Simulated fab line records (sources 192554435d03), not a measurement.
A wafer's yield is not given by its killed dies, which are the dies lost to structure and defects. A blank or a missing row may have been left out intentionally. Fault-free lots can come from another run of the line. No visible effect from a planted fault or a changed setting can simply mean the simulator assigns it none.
Split-lot trial || flow n5 finfet || 21 wafers read across 7 lots, on a route 1938 steps long

## THE SPLIT ITSELF
At N5_FIN_SAQP_EXPOSE_13 (exposes mask FIN CORE, target cd 35.6 nm), the setting dose mj was moved away from the recipe's 63.25 on 7 of the 21 wafers read, by -7.5% to +7.2%. All remaining wafers had this setting at the recipe value.

## FROM THE SPLIT TO THE READING: what the file shows between them, 2 steps
- N5_FIN_SAQP_PEB_14: peb time 60 s
- N5_FIN_SAQP_DEVELOP_15: develop time 30 s

## THE READING
Shown in nm: cd nm at N5_FIN_SAQP_CD_MEAS_16, with target cd 35.6 nm. Typical for fault-free wafers on this fab line: 35.4 nm, with standard deviation 0.34 nm.

{"wafer": "L075.1", "tool, chamber at the split": "arfi scanner-01, 0", "dose mj as run": 67.72, "against the recipe": "+7.1%", "cd nm, nm": 33.5, "against lot-mates on the recipe": -2.1}
{"wafer": "L075.3", "tool, chamber at the split": "arfi scanner-01, 0", "dose mj as run": 63.25, "against the recipe": "recipe", "cd nm, nm": 35.8, "against lot-mates on the recipe": "-"}
{"wafer": "L075.6", "tool, chamber at the split": "arfi scanner-01, 0", "dose mj as run": 63.25, "against the recipe": "recipe", "cd nm, nm": 35.5, "against lot-mates on the recipe": "-"}
{"wafer": "L077.1", "tool, chamber at the split": "arfi scanner-03, 0", "dose mj as run": 64.53, "against the recipe": "+2.0%", "cd nm, nm": 35.0, "against lot-mates on the recipe": -0.7}
{"wafer": "L077.2", "tool, chamber at the split": "arfi scanner-03, 0", "dose mj as run": 63.25, "against the recipe": "recipe", "cd nm, nm": 35.7, "against lot-mates on the recipe": "-"}
{"wafer": "L077.5", "tool, chamber at the split": "arfi scanner-03, 0", "dose mj as run": 64.53, "against the recipe": "+2.0%", "cd nm, nm": 35.0, "against lot-mates on the recipe": -0.7}
{"wafer": "L080.4", "tool, chamber at the split": "arfi scanner-01, 0", "dose mj as run": 63.25, "against the recipe": "recipe", "cd nm, nm": 34.8, "against lot-mates on the recipe": "-"}
{"wafer": "L080.5", "tool, chamber at the split": "arfi scanner-01, 0", "dose mj as run": 63.25, "against the recipe": "recipe", "cd nm, nm": 35.9, "against lot-mates on the recipe": "-"}
{"wafer": "L080.6", "tool, chamber at the split": "arfi scanner-01, 0", "dose mj as run": 63.25, "against the recipe": "recipe", "cd nm, nm": 35.1, "against lot-mates on the recipe": "-"}
{"wafer": "L082.1", "tool, chamber at the split": "arfi scanner-01, 0", "dose mj as run": 63.25, "against the recipe": "recipe", "cd nm, nm": 35.7, "against lot-mates on the recipe": "-"}
{"wafer": "L082.2", "tool, chamber at the split": "arfi scanner-01, 0", "dose mj as run": 63.25, "against the recipe": "recipe", "cd nm, nm": 35.5, "against lot-mates on the recipe": "-"}
{"wafer": "L082.4", "tool, chamber at the split": "arfi scanner-01, 0", "dose mj as run": 59.12, "against the recipe": "-6.5%", "cd nm, nm": 36.6, "against lot-mates on the recipe": "+1.0"}
{"wafer": "L083.1", "tool, chamber at the split": "arfi scanner-03, 0", "dose mj as run": 67.82, "against the recipe": "+7.2%", "cd nm, nm": 33.3, "against lot-mates on the recipe": -2.0}
{"wafer": "L083.4", "tool, chamber at the split": "arfi scanner-03, 0", "dose mj as run": 67.82, "against the recipe": "+7.2%", "cd nm, nm": 33.1, "against lot-mates on the recipe": -2.2}
{"wafer": "L083.6", "tool, chamber at the split": "arfi scanner-03, 0", "dose mj as run": 63.25, "against the recipe": "recipe", "cd nm, nm": 35.3, "against lot-mates on the recipe": "-"}
{"wafer": "L093.1", "tool, chamber at the split": "arfi scanner-02, 0", "dose mj as run": 63.25, "against the recipe": "recipe", "cd nm, nm": 35.6, "against lot-mates on the recipe": "-"}
{"wafer": "L093.3", "tool, chamber at the split": "arfi scanner-02, 0", "dose mj as run": 58.53, "against the recipe": "-7.5%", "cd nm, nm": 36.9, "against lot-mates on the recipe": "+1.4"}
{"wafer": "L093.6", "tool, chamber at the split": "arfi scanner-02, 0", "dose mj as run": 63.25, "against the recipe": "recipe", "cd nm, nm": 35.4, "against lot-mates on the recipe": "-"}
{"wafer": "L097.2", "tool, chamber at the split": "arfi scanner-02, 0", "dose mj as run": 63.25, "against the recipe": "recipe", "cd nm, nm": 34.9, "against lot-mates on the recipe": "-"}
{"wafer": "L097.3", "tool, chamber at the split": "arfi scanner-02, 0", "dose mj as run": 63.25, "against the recipe": "recipe", "cd nm, nm": 35.9, "against lot-mates on the recipe": "-"}
{"wafer": "L097.4", "tool, chamber at the split": "arfi scanner-02, 0", "dose mj as run": 63.25, "against the recipe": "recipe", "cd nm, nm": 35.3, "against lot-mates on the recipe": "-"}

THE FIT
A straight line over all 21 wafers: cd nm changes by -0.251 nm for each +1% of dose mj; r = -0.94; the points scatter about the line by 0.35 nm.
The same after taking each lot's own level away (the mean of its wafers on the recipe; 21 wafers): -0.245 nm for each +1%; r = -0.94; scatter 0.32 nm.
On that fit, the largest move of dose mj shifts the reading by 1.8 nm.
From 35.27 to 35.70 nm: that is the span of the lots' own levels, equal to 1.3 times the standard deviation above.
So the lot-to-lot level changes the slope little: the two slopes agree.
Check: +1.84 nm against its lot-mates is what the line predicts for one of the wafers moved furthest among these (-7.5%) when that wafer is left out of the fit. It came out at +1.4 nm against them.

## THE OTHER SPLITS THESE WAFERS WENT THROUGH
Before the reading, these wafers also passed through other splits. Each is held against what the fit with the lots' levels taken away leaves over:
{"other split on the same wafers": "N5_ZERO_LAYER_ETCH_18 icp w", "wafers away from the commonest value": 9, "r with cd nm (lot level and that fit taken away)": "+0.07"}
{"other split on the same wafers": "N5_WELL_APT_PEB_23 peb temp c", "wafers away from the commonest value": 9, "r with cd nm (lot level and that fit taken away)": "+0.27"}
{"other split on the same wafers": "N5_FIN_SAQP_PECVD_47 time s", "wafers away from the commonest value": 6, "r with cd nm (lot level and that fit taken away)": -0.12}

## THE FILE'S OWN FIT
cd nm changes by -0.236 nm for each +1% of dose mj, r = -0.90.
